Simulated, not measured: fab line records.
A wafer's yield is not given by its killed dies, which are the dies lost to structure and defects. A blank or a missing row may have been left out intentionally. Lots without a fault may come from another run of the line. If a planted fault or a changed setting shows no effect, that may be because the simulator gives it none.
Which tool did it? / flow nandHarc / 7 lots, 21 wafers sampled, at 3 steps of a route of 1302

== WHAT THE GAUGES SHOWED, per wafer ==
NHARC_A_ONON_D2_THK_MEAS_02: measures by ellipsometry.
lot=L771; measured=day 13 19:56; on=filmMetro-01; thkNm (nm)=1004 1002 1004
lot=L773; measured=day 13 14:56; on=filmMetro-01; thkNm (nm)=982 983 981
lot=L781; measured=day 17 14:20; on=filmMetro-01; thkNm (nm)=991 992 729 992 991 727
lot=L786; measured=day 19 16:26; on=filmMetro-02; thkNm (nm)=1006 1004 1006
lot=L790; measured=day 20 22:05; on=filmMetro-01; thkNm (nm)=1003 1001 1002
lot=L791; measured=day 21 11:02; on=filmMetro-01; thkNm (nm)=1000 1001 1001
lot=L792; measured=day 21 20:11; on=filmMetro-01; thkNm (nm)=991 991 992

== TOOL THAT RAN EACH LOT (tool first, then ch and the chambers of the sampled wafers, then the start) ==
lot=L771; NHARC_A_CHANNEL_FILL_D1_CMP_10=cmp-01 ch 1,2,3, day 12 01:23; NHARC_A_ONON_D2_DEP_00=pecvdOnon-03 ch 0, day 13 19:25
lot=L773; NHARC_A_CHANNEL_FILL_D1_CMP_10=cmp-02 ch 0,3, day 12 08:29; NHARC_A_ONON_D2_DEP_00=pecvdOnon-02 ch 0, day 13 14:29
lot=L781; NHARC_A_CHANNEL_FILL_D1_CMP_10=cmp-01 ch 1,2, day 16 00:41; NHARC_A_ONON_D2_DEP_00=pecvdOnon-02 ch 0, day 17 13:53
lot=L786; NHARC_A_CHANNEL_FILL_D1_CMP_10=cmp-01 ch 1,2,3, day 18 03:44; NHARC_A_ONON_D2_DEP_00=pecvdOnon-04 ch 0, day 19 15:56
lot=L790; NHARC_A_CHANNEL_FILL_D1_CMP_10=cmp-02 ch 1,2, day 19 11:46; NHARC_A_ONON_D2_DEP_00=pecvdOnon-03 ch 0, day 20 21:34
lot=L791; NHARC_A_CHANNEL_FILL_D1_CMP_10=cmp-01 ch 0,1,2, day 19 18:58; NHARC_A_ONON_D2_DEP_00=pecvdOnon-04 ch 0, day 21 10:32
lot=L792; NHARC_A_CHANNEL_FILL_D1_CMP_10=cmp-02 ch 0,2, day 20 08:47; NHARC_A_ONON_D2_DEP_00=pecvdOnon-02 ch 0, day 21 19:41
- NHARC_A_CHANNEL_FILL_D1_CMP_10: polishes, target thk 150 nm.
- NHARC_A_ONON_D2_DEP_00: target thk 1000 nm.

== THE ANSWER, worked out from the rows above alone ==
Rule: what is usual is taken from the lots themselves. The widest of any qualifying gaps counts: lots, ordered by their means at a reading, are off when they make up no more than a third of the lots, leave a main group of 4 or more, and stand apart from it by 3 or more times the standard deviation of that group's means. The tables above print the reading to a certain number of digits; a main group whose means all agree to those digits is not used. A lot without any number at a reading at which 4 lots or more have one is off too. Where the step has rows for the other lots, those lots are counted as sound.
Off: L781 (NHARC_A_ONON_D2_THK_MEAS_02, thkNm). The main group has a mean of 997 nm with a standard deviation of 8.2.
If a tool, at a process step before that reading, ran all the lots that are off and no sound lot after the first of them, it fits. Those tools and the gauges at NHARC_A_ONON_D2_THK_MEAS_02 are tried in the same way. Not one of the candidates tried fits.

== WHAT WAS PUT IN BY THE SIMULATOR ==
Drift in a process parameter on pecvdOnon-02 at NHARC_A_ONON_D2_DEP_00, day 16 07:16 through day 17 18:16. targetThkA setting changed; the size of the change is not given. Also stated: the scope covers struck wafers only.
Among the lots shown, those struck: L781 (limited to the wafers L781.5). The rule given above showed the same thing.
